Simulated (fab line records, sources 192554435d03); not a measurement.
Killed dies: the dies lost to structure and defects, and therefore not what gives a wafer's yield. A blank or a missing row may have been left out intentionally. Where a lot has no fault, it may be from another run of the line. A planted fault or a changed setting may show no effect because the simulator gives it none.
Chamber matching + flow n5_finfet + rie_diel-06 running N5_PMOS_HMC_CHANNEL_EPI_STRIP_33: 4 sister chambers
The step strips in N2/H2. 14 wafers are shown with their chamber, then 7 later ones without.

## WAFERS WITH THEIR CHAMBER
| wafer  | chamber | showerhead_plenum_p_Torr (Torr) | drypump_motor_current_A (A) | throttle_valve_pct (%) |
|--------|---------|---------------------------------|-----------------------------|------------------------|
| L077.2 | 0       | 3.38                            | 5.3                         | 18.9                   |
| L077.5 | 3       | 3.32                            | 5.8                         | 19.4                   |
| L077.6 | 0       | 3.38                            | 5.2                         | 18.9                   |
| L086.2 | 1       | 3.51                            | 4.9                         | 18.9                   |
| L086.4 | 2       | 3.19                            | 5.4                         | 19.2                   |
| L086.5 | 2       | 3.19                            | 5.3                         | 19.2                   |
| L088.3 | 1       | 3.51                            | 4.9                         | 18.9                   |
| L088.5 | 0       | 3.36                            | 5.3                         | 19.0                   |
| L088.6 | 2       | 3.19                            | 5.4                         | 19.2                   |
| L090.1 | 1       | 3.51                            | 4.9                         | 18.9                   |
| L090.4 | 1       | 3.51                            | 4.9                         | 18.9                   |
| L090.6 | 2       | 3.19                            | 5.4                         | 19.2                   |
| L091.2 | 0       | 3.36                            | 5.3                         | 18.9                   |
| L091.3 | 3       | 3.31                            | 5.9                         | 19.1                   |

SIGNATURES, as means of the wafers listed above
| reading                  | chamber 0 | chamber 1 | chamber 2 | chamber 3 | scatter within a chamber |
|--------------------------|-----------|-----------|-----------|-----------|--------------------------|
| showerhead_plenum_p_Torr | 3.3700    | 3.5100    | 3.1900    | 3.3150    | 0.00671                  |
| drypump_motor_current_A  | 5.275     | 4.900     | 5.375     | 5.850     | 0.0447                   |
| throttle_valve_pct       | 18.925    | 18.900    | 19.200    | 19.250    | 0.0725                   |
Rule: a wafer lies at a distance from a chamber equal to the root of the sum of squares, over the readings, of (its reading less the chamber's mean, divided by the reading's scatter). If the next closest chamber is less than 2 further off than the closest, the wafer can't be placed; otherwise it belongs to the closest. How the scatter is found: for the shown wafers, subtract from each reading the mean of its chamber, square and add these, divide the total by (wafers less chambers), then take the root.

## WAFERS MISSING THEIR CHAMBER
| wafer  | showerhead_plenum_p_Torr (Torr) | drypump_motor_current_A (A) | throttle_valve_pct (%) |
|--------|---------------------------------|-----------------------------|------------------------|
| L091.6 | 3.36                            | 5.3                         | 18.9                   |
| L093.1 | 3.19                            | 5.4                         | 19.2                   |
| L093.3 | 3.36                            | 5.3                         | 18.9                   |
| L093.6 | 3.50                            | 4.9                         | 18.9                   |
| L096.4 | 3.18                            | 5.4                         | 19.2                   |
| L096.5 | 3.50                            | 4.9                         | 18.9                   |
| L096.6 | 3.18                            | 5.4                         | 19.2                   |

## THE CHAMBER EACH PASSED THROUGH
| wafer  | from the rows above | in truth |
|--------|---------------------|----------|
| L091.6 | 0                   | 0        |
| L093.1 | 2                   | 2        |
| L093.3 | 0                   | 0        |
| L093.6 | 1                   | 1        |
| L096.4 | 2                   | 2        |
| L096.5 | 1                   | 1        |
| L096.6 | 2                   | 2        |
Correct placement for 7 of the 7. Number that these rows cannot place: 0. Placed wrongly: 0.
